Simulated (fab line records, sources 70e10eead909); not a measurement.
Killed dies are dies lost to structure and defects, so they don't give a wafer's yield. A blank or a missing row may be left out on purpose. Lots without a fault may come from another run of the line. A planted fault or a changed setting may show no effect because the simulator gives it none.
A struck lot beside a sound one | flow nand_harc | 14 steps out of a route of 1302
Sound: wafers L197.1, L197.2, L197.6. Struck: wafer L191.4. (L191.2 of the same lot was not struck and is left out.) The cause comes at the end.
At each step with rows: each side's tool, then ch and its chambers, then its first start. Under that, the readings that differ: sound wafers | struck wafers | difference of the means | sigmas: that difference in standard deviations of wafers without a fault.
alike: readings whose means differ by less than 2 such deviations, and words and numbers that are the same on both sides. not compared: withheld readings, readings that some wafer has no value for, bounds like >300 that may hide the same value, and numbers for which the record gives no deviation and whose values overlap.
The two part at a step that has a row with sigmas, a row that says differs or no value, or rows on one side only. Numbers that don't overlap but have no deviation are shown without sigmas and don't part them. A reading that every wafer of one side lacks parts them only if that side has two wafers or more.

first, 6 steps without rows for these wafers: NHARC_A_CHANNEL_HOLE_D2_COAT_04 (resist thk 90 nm); NHARC_A_CHANNEL_HOLE_D2_SOFTBAKE_05 (time 55 s); NHARC_A_CHANNEL_HOLE_D2_EBR_06; NHARC_A_CHANNEL_HOLE_D2_EXPOSE_07 (exposes mask HOLE D2, target cd 100 nm); NHARC_A_CHANNEL_HOLE_D2_PEB_08 (peb time 65 s); NHARC_A_CHANNEL_HOLE_D2_DEVELOP_09 (develop time 35 s).
NHARC_A_CHANNEL_HOLE_D2_CD_MEAS_10: target cd 100 nm.
  sound on cd_sem-01 ch 0, day 22 00:26; struck on cd_sem-03 ch 0, day 19 21:52
  alike: cd_nm
NHARC_A_CHANNEL_HOLE_D2_OVL_MEAS_11:
  sound on overlay-01, day 22 00:32; struck on overlay-01, day 19 21:58
  alike: overlay_x_nm, overlay_y_nm
NHARC_A_CHANNEL_HOLE_D2_INSPECT_12:
  sound on defect_inspect-01, day 22 00:34; struck on defect_inspect-02, day 19 22:00
  alike: raw_defect_count
NHARC_A_CHANNEL_HOLE_D2_DESCUM_15: chemistry O2, time 3 s.
  sound on rie_diel-12 ch 0,1,2, day 22 00:38; struck on rie_diel-04 ch 0, day 19 22:04
  reading                         | sound          | struck | difference | sigmas
  showerhead_plenum_p_Torr (Torr) | 1.95 2.02 1.89 | 1.82   | -0.13      | -2
  alike: drypump_motor_current_A, oes_product_au, rf_vpp_V, throttle_valve_pct
  not compared: rf_hours_counter_h
NHARC_A_CHANNEL_HOLE_D2_ETCH_38: etches the open film in CF4, target depth 39 nm, time 65 s.
  sound on rie_diel-12 ch 1,2, day 22 00:43; struck on rie_diel-04 ch 3, day 19 22:08
  reading                         | sound          | struck | difference | sigmas
  showerhead_plenum_p_Torr (Torr) | 1.80 1.86 1.80 | 1.70   | -0.12      | -2
  alike: cf4_flow_sccm, drypump_motor_current_A, oes_product_au, rf_fwd_power_W, rf_vpp_V, throttle_valve_pct
  not compared: rf_hours_counter_h
NHARC_A_CHANNEL_HOLE_D2_ETCH_39: etches the open film in N2/H2, target depth 260 nm, time 325 s.
  sound on rie_diel-12 ch 0,2,3; struck on rie_diel-04 ch 2
  alike: drypump_motor_current_A, n2_flow_sccm, oes_product_au, rf_fwd_power_W, rf_vpp_V, showerhead_plenum_p_Torr, throttle_valve_pct
  not compared: rf_hours_counter_h
NHARC_A_CHANNEL_HOLE_D2_ETCH_34: etches the open film in CF4/CHF3, target depth 154 nm, time 77 s.
  sound on rie_diel-12 ch 0,2, day 22 01:04; struck on rie_diel-04 ch 3, day 19 22:30
  reading               | sound             | struck | difference | sigmas
  oes_product_au (a.u.) | 0.926 0.921 0.923 | 0.879  | -0.044     | -3
  alike: cf4_flow_sccm, drypump_motor_current_A, rf_fwd_power_W, rf_vpp_V, showerhead_plenum_p_Torr, throttle_valve_pct
  not compared: rf_hours_counter_h
NHARC_A_CHANNEL_HOLE_D2_ETCH_16: etches the open film in O2/COS, target depth 3100 nm, time 806 s.
  sound on rie_diel-12 ch 0,2,3; struck on rie_diel-04 ch 1
  alike: drypump_motor_current_A, oes_product_au, rf_fwd_power_W, rf_vpp_V, showerhead_plenum_p_Torr, throttle_valve_pct
  not compared: rf_hours_counter_h

WHERE THEY PART
First at NHARC_A_CHANNEL_HOLE_D2_DESCUM_15; last, within this record, at NHARC_A_CHANNEL_HOLE_D2_ETCH_34. Later steps at which nothing parts them and some readings are alike: NHARC_A_CHANNEL_HOLE_D2_ETCH_16.

WHY: what the simulator had put in
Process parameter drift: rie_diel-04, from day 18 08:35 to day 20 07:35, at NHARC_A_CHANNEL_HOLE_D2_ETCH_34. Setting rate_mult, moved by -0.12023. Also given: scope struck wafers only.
